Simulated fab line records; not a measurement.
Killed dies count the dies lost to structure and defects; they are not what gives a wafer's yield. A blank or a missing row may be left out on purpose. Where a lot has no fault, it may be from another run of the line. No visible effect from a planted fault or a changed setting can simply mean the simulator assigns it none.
Matching of chambers | flow n5_finfet | 4 sister chambers for N5_BEOL_M10_ALD_74 on ald_metal-01
The step deposits TaN, target thk 2 nm, pulse time 2 s, purge time 3 s. 8 wafers are shown with their chamber, then 10 later ones without.

== WAFERS WITH THEIR CHAMBER ==
wafer  | chamber | heater_power_w (W) | susceptor_temp_C (C)
L074.5 | 0       | 440                | 275.02
L080.4 | 1       | 504                | 275.39
L087.4 | 1       | 488                | 274.89
L085.3 | 2       | 399                | 275.19
L085.5 | 2       | 389                | 275.21
L085.6 | 3       | 363                | 274.86
L090.1 | 3       | 344                | 274.98
L090.3 | 0       | 433                | 275.47

== WAFERS WITH NO CHAMBER GIVEN ==
wafer  | heater_power_w (W) | susceptor_temp_C (C)
L090.6 | 419                | 275.20
L089.2 | 416                | 274.89
L089.3 | 364                | 274.75
L089.5 | 375                | 274.87
L093.1 | 428                | 274.71
L093.3 | 343                | 275.00
L093.5 | 367                | 275.44
L096.3 | 464                | 275.05
L096.4 | 410                | 274.98
L096.5 | 416                | 274.91

== WHICH CHAMBER EACH WENT THROUGH ==
wafer  | from the rows above     | in truth
L090.6 | can't be placed: 0 or 2 | 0
L089.2 | can't be placed: 0 or 2 | 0
L089.3 | 3                       | 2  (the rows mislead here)
L089.5 | can't be placed: 3 or 2 | 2
L093.1 | can't be placed: 0 or 2 | 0
L093.3 | 3                       | 3
L093.5 | can't be placed: 3 or 2 | 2
L096.3 | can't be placed: 0 or 1 | 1
L096.4 | can't be placed: 2 or 0 | 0
L096.5 | can't be placed: 0 or 2 | 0
Placed correctly: 1 of 10. From these rows, 8 cannot be placed; in 8 the true chamber is one of the candidates. Wrongly placed: 1.
How it was worked out, from the rows above alone: a wafer's distance from a chamber is the root of the sum, over the readings, of the square of ((its reading less the chamber's mean) divided by the reading's scatter). The wafer belongs to the nearest chamber; if the next one is less than 2 further off, it can't be placed. For every chamber, the mean is computed from those of its wafers that are shown. The scatter: the root of (the sum of the squares of (reading less its chamber's mean) over the shown wafers, divided by (wafers less chambers)).
